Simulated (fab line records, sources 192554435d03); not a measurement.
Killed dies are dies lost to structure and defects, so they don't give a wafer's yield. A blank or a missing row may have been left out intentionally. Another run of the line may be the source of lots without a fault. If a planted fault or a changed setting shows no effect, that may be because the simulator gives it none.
Split-lot experiment || flow n5Finfet || 7 lots, 39 wafers read, on a route of 1938 steps

THE SPLIT ITSELF
At N5_BEOL_M11_VIA_ETCH_34 (etches SiCOH lowk in C4F6/O2, target depth 184.5 nm, time 69.2 s), the setting timeS was moved away from the recipe's 69.2 s on 15 of the 39 wafers read, by -48.3% to +26.6%. This setting was run at the recipe's value on the other wafers.

The reading is taken at the split's own step.

THE READING
SOC_of_BEOL_M11_COAT_63.thkNm (the simulator's own value, which no gauge read), in nm, at N5_BEOL_M11_VIA_ETCH_34 (etches SiCOH lowk in C4F6/O2, target depth 184.5 nm, time 69.2 s). The file gives no usual value for it. Average 92.1 nm, standard deviation 0.32 nm, over the 24 wafers here run with the recipe.

{"wafer": "L074.1", "tool, chamber at the split": "rieDiel-06, 0", "timeS as run, s": 69.2, "against the recipe": "recipe", "SOC_of_BEOL_M11_COAT_63.thkNm, nm": 92, "against lot-mates on the recipe": "-"}
{"wafer": "L074.2", "tool, chamber at the split": "rieDiel-06, 2", "timeS as run, s": 69.2, "against the recipe": "recipe", "SOC_of_BEOL_M11_COAT_63.thkNm, nm": 92.2, "against lot-mates on the recipe": "-"}
{"wafer": "L074.3", "tool, chamber at the split": "rieDiel-06, 1", "timeS as run, s": 69.2, "against the recipe": "recipe", "SOC_of_BEOL_M11_COAT_63.thkNm, nm": 92.4, "against lot-mates on the recipe": "-"}
{"wafer": "L074.4", "tool, chamber at the split": "rieDiel-06, 3", "timeS as run, s": 69.2, "against the recipe": "recipe", "SOC_of_BEOL_M11_COAT_63.thkNm, nm": 92, "against lot-mates on the recipe": "-"}
{"wafer": "L074.5", "tool, chamber at the split": "rieDiel-06, 1", "timeS as run, s": 69.2, "against the recipe": "recipe", "SOC_of_BEOL_M11_COAT_63.thkNm, nm": 92.4, "against lot-mates on the recipe": "-"}
{"wafer": "L074.6", "tool, chamber at the split": "rieDiel-06, 0", "timeS as run, s": 69.2, "against the recipe": "recipe", "SOC_of_BEOL_M11_COAT_63.thkNm, nm": 92.4, "against lot-mates on the recipe": "-"}
{"wafer": "L078.1", "tool, chamber at the split": "rieDiel-02, 2", "timeS as run, s": 69.2, "against the recipe": "recipe", "SOC_of_BEOL_M11_COAT_63.thkNm, nm": 91.8, "against lot-mates on the recipe": "-"}
{"wafer": "L078.4", "tool, chamber at the split": "rieDiel-02, 3", "timeS as run, s": 69.2, "against the recipe": "recipe", "SOC_of_BEOL_M11_COAT_63.thkNm, nm": 91.6, "against lot-mates on the recipe": "-"}
{"wafer": "L078.6", "tool, chamber at the split": "rieDiel-02, 2", "timeS as run, s": 69.2, "against the recipe": "recipe", "SOC_of_BEOL_M11_COAT_63.thkNm, nm": 91.6, "against lot-mates on the recipe": "-"}
{"wafer": "L080.1", "tool, chamber at the split": "rieDiel-02, 0", "timeS as run, s": 69.2, "against the recipe": "recipe", "SOC_of_BEOL_M11_COAT_63.thkNm, nm": 91.8, "against lot-mates on the recipe": "-"}
{"wafer": "L080.2", "tool, chamber at the split": "rieDiel-02, 1", "timeS as run, s": 69.2, "against the recipe": "recipe", "SOC_of_BEOL_M11_COAT_63.thkNm, nm": 91.8, "against lot-mates on the recipe": "-"}
{"wafer": "L080.6", "tool, chamber at the split": "rieDiel-02, 1", "timeS as run, s": 69.2, "against the recipe": "recipe", "SOC_of_BEOL_M11_COAT_63.thkNm, nm": 91.8, "against lot-mates on the recipe": "-"}
{"wafer": "L080.3", "tool, chamber at the split": "rieDiel-02, 3", "timeS as run, s": 87.63, "against the recipe": "+26.6%", "SOC_of_BEOL_M11_COAT_63.thkNm, nm": 89.6, "against lot-mates on the recipe": -2.2}
{"wafer": "L080.4", "tool, chamber at the split": "rieDiel-02, 2", "timeS as run, s": 87.63, "against the recipe": "+26.6%", "SOC_of_BEOL_M11_COAT_63.thkNm, nm": 89.8, "against lot-mates on the recipe": -2.0}
{"wafer": "L080.5", "tool, chamber at the split": "rieDiel-02, 2", "timeS as run, s": 87.63, "against the recipe": "+26.6%", "SOC_of_BEOL_M11_COAT_63.thkNm, nm": 90, "against lot-mates on the recipe": -1.8}
{"wafer": "L079.1", "tool, chamber at the split": "rieDiel-06, 2", "timeS as run, s": 38.44, "against the recipe": "-44.5%", "SOC_of_BEOL_M11_COAT_63.thkNm, nm": 95.8, "against lot-mates on the recipe": "+3.6"}
{"wafer": "L079.2", "tool, chamber at the split": "rieDiel-06, 3", "timeS as run, s": 69.2, "against the recipe": "recipe", "SOC_of_BEOL_M11_COAT_63.thkNm, nm": 92, "against lot-mates on the recipe": "-"}
{"wafer": "L079.3", "tool, chamber at the split": "rieDiel-06, 0", "timeS as run, s": 69.2, "against the recipe": "recipe", "SOC_of_BEOL_M11_COAT_63.thkNm, nm": 92.2, "against lot-mates on the recipe": "-"}
{"wafer": "L079.4", "tool, chamber at the split": "rieDiel-06, 1", "timeS as run, s": 38.44, "against the recipe": "-44.5%", "SOC_of_BEOL_M11_COAT_63.thkNm, nm": 95.6, "against lot-mates on the recipe": "+3.4"}
{"wafer": "L079.5", "tool, chamber at the split": "rieDiel-06, 1", "timeS as run, s": 38.44, "against the recipe": "-44.5%", "SOC_of_BEOL_M11_COAT_63.thkNm, nm": 95.6, "against lot-mates on the recipe": "+3.4"}
{"wafer": "L079.6", "tool, chamber at the split": "rieDiel-06, 2", "timeS as run, s": 69.2, "against the recipe": "recipe", "SOC_of_BEOL_M11_COAT_63.thkNm, nm": 92.4, "against lot-mates on the recipe": "-"}
{"wafer": "L085.1", "tool, chamber at the split": "rieDiel-02, 0", "timeS as run, s": 51.37, "against the recipe": "-25.8%", "SOC_of_BEOL_M11_COAT_63.thkNm, nm": 94.4, "against lot-mates on the recipe": "+1.9"}
{"wafer": "L085.2", "tool, chamber at the split": "rieDiel-02, 1", "timeS as run, s": 51.37, "against the recipe": "-25.8%", "SOC_of_BEOL_M11_COAT_63.thkNm, nm": 94.8, "against lot-mates on the recipe": "+2.3"}
{"wafer": "L085.3", "tool, chamber at the split": "rieDiel-02, 3", "timeS as run, s": 69.2, "against the recipe": "recipe", "SOC_of_BEOL_M11_COAT_63.thkNm, nm": 92.4, "against lot-mates on the recipe": "-"}
{"wafer": "L085.4", "tool, chamber at the split": "rieDiel-02, 2", "timeS as run, s": 69.2, "against the recipe": "recipe", "SOC_of_BEOL_M11_COAT_63.thkNm, nm": 92.4, "against lot-mates on the recipe": "-"}
{"wafer": "L085.5", "tool, chamber at the split": "rieDiel-02, 2", "timeS as run, s": 51.37, "against the recipe": "-25.8%", "SOC_of_BEOL_M11_COAT_63.thkNm, nm": 94.2, "against lot-mates on the recipe": "+1.7"}
{"wafer": "L085.6", "tool, chamber at the split": "rieDiel-02, 1", "timeS as run, s": 69.2, "against the recipe": "recipe", "SOC_of_BEOL_M11_COAT_63.thkNm, nm": 92.6, "against lot-mates on the recipe": "-"}
{"wafer": "L091.1", "tool, chamber at the split": "rieDiel-05, 0", "timeS as run, s": 52.21, "against the recipe": "-24.6%", "SOC_of_BEOL_M11_COAT_63.thkNm, nm": 93.8, "against lot-mates on the recipe": "+2.0"}
{"wafer": "L091.2", "tool, chamber at the split": "rieDiel-05, 3", "timeS as run, s": 69.2, "against the recipe": "recipe", "SOC_of_BEOL_M11_COAT_63.thkNm, nm": 91.8, "against lot-mates on the recipe": "-"}
{"wafer": "L091.3", "tool, chamber at the split": "rieDiel-05, 2", "timeS as run, s": 52.21, "against the recipe": "-24.6%", "SOC_of_BEOL_M11_COAT_63.thkNm, nm": 94, "against lot-mates on the recipe": "+2.2"}
{"wafer": "L091.4", "tool, chamber at the split": "rieDiel-05, 1", "timeS as run, s": 52.21, "against the recipe": "-24.6%", "SOC_of_BEOL_M11_COAT_63.thkNm, nm": 94, "against lot-mates on the recipe": "+2.2"}
{"wafer": "L091.5", "tool, chamber at the split": "rieDiel-05, 0", "timeS as run, s": 69.2, "against the recipe": "recipe", "SOC_of_BEOL_M11_COAT_63.thkNm, nm": 91.6, "against lot-mates on the recipe": "-"}
{"wafer": "L091.6", "tool, chamber at the split": "rieDiel-05, 3", "timeS as run, s": 69.2, "against the recipe": "recipe", "SOC_of_BEOL_M11_COAT_63.thkNm, nm": 92, "against lot-mates on the recipe": "-"}
{"wafer": "L093.1", "tool, chamber at the split": "rieDiel-06, 1", "timeS as run, s": 35.77, "against the recipe": "-48.3%", "SOC_of_BEOL_M11_COAT_63.thkNm, nm": 97, "against lot-mates on the recipe": "+4.6"}
{"wafer": "L093.2", "tool, chamber at the split": "rieDiel-06, 3", "timeS as run, s": 35.77, "against the recipe": "-48.3%", "SOC_of_BEOL_M11_COAT_63.thkNm, nm": 96.6, "against lot-mates on the recipe": "+4.2"}
{"wafer": "L093.3", "tool, chamber at the split": "rieDiel-06, 2", "timeS as run, s": 69.2, "against the recipe": "recipe", "SOC_of_BEOL_M11_COAT_63.thkNm, nm": 92.4, "against lot-mates on the recipe": "-"}
{"wafer": "L093.4", "tool, chamber at the split": "rieDiel-06, 3", "timeS as run, s": 69.2, "against the recipe": "recipe", "SOC_of_BEOL_M11_COAT_63.thkNm, nm": 92.2, "against lot-mates on the recipe": "-"}
{"wafer": "L093.5", "tool, chamber at the split": "rieDiel-06, 2", "timeS as run, s": 69.2, "against the recipe": "recipe", "SOC_of_BEOL_M11_COAT_63.thkNm, nm": 92.6, "against lot-mates on the recipe": "-"}
{"wafer": "L093.6", "tool, chamber at the split": "rieDiel-06, 1", "timeS as run, s": 35.77, "against the recipe": "-48.3%", "SOC_of_BEOL_M11_COAT_63.thkNm, nm": 96.2, "against lot-mates on the recipe": "+3.8"}

FIT RESULTS
A straight line over all 39 wafers: SOC_of_BEOL_M11_COAT_63.thkNm changes by -0.0866 nm for each +1% of timeS; r = -0.98; the points scatter about the line by 0.32 nm.
The same after taking each lot's own level away (the mean of its wafers on the recipe; 39 wafers): -0.0813 nm for each +1%; r = -0.99; scatter 0.2 nm.
According to that fit, moving timeS by its largest amount changes the reading by 3.9 nm.
Measured against the standard deviation above, the lots' own levels, which go from 91.67 to 92.47 nm, span 2.5 times it.
Hence the lot-to-lot level has little effect on the slope; both slopes agree.
Check: with one of the wafers moved furthest among these (-48.3%) left out of the fit, the line predicts +3.86 nm for it against its lot-mates. It came out at +4.6 nm against them.

THE OTHER SPLITS THESE WAFERS WENT THROUGH
Before the reading, these wafers also passed through other splits. Each is held against what the fit with the lots' levels taken away leaves over:
{"other split on the same wafers": "N5_BEOL_M2_VIA_ETCH_34 timeS", "wafers away from the commonest value": 12, "r with SOC_of_BEOL_M11_COAT_63.thkNm (lot level and that fit taken away)": "+0.00"}
{"other split on the same wafers": "N5_BEOL_M5_ETCH_62 targetDepthA", "wafers away from the commonest value": 15, "r with SOC_of_BEOL_M11_COAT_63.thkNm (lot level and that fit taken away)": "+0.04"}
{"other split on the same wafers": "N5_BEOL_M9_ETCH_62 timeS", "wafers away from the commonest value": 15, "r with SOC_of_BEOL_M11_COAT_63.thkNm (lot level and that fit taken away)": "+0.10"}

THE WHOLE CHAIN: every reading that the file lists as answering this split, in the file's order
{"step": "N5_BEOL_M11_VIA_ETCH_34", "what it does": "etches SiCOH lowk in C4F6/O2, target depth 184.5 nm, time 69.2 s", "reading": "etch.depthNm (the simulator's own value, which no gauge read)", "change (the file's fit)": "+1.86 nm for each +1% of the setting", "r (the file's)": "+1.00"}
{"step": "N5_BEOL_M11_VIA_ETCH_34", "what it does": "etches SiCOH lowk in C4F6/O2, target depth 184.5 nm, time 69.2 s", "reading": "SOC_of_BEOL_M11_COAT_63.thkNm (the simulator's own value, which no gauge read)", "change (the file's fit)": "-0.0818 nm for each +1% of the setting", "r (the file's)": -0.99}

THE FILE'S OWN FIT
SOC_of_BEOL_M11_COAT_63.thkNm changes by -0.0818 nm for each +1% of timeS, r = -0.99.
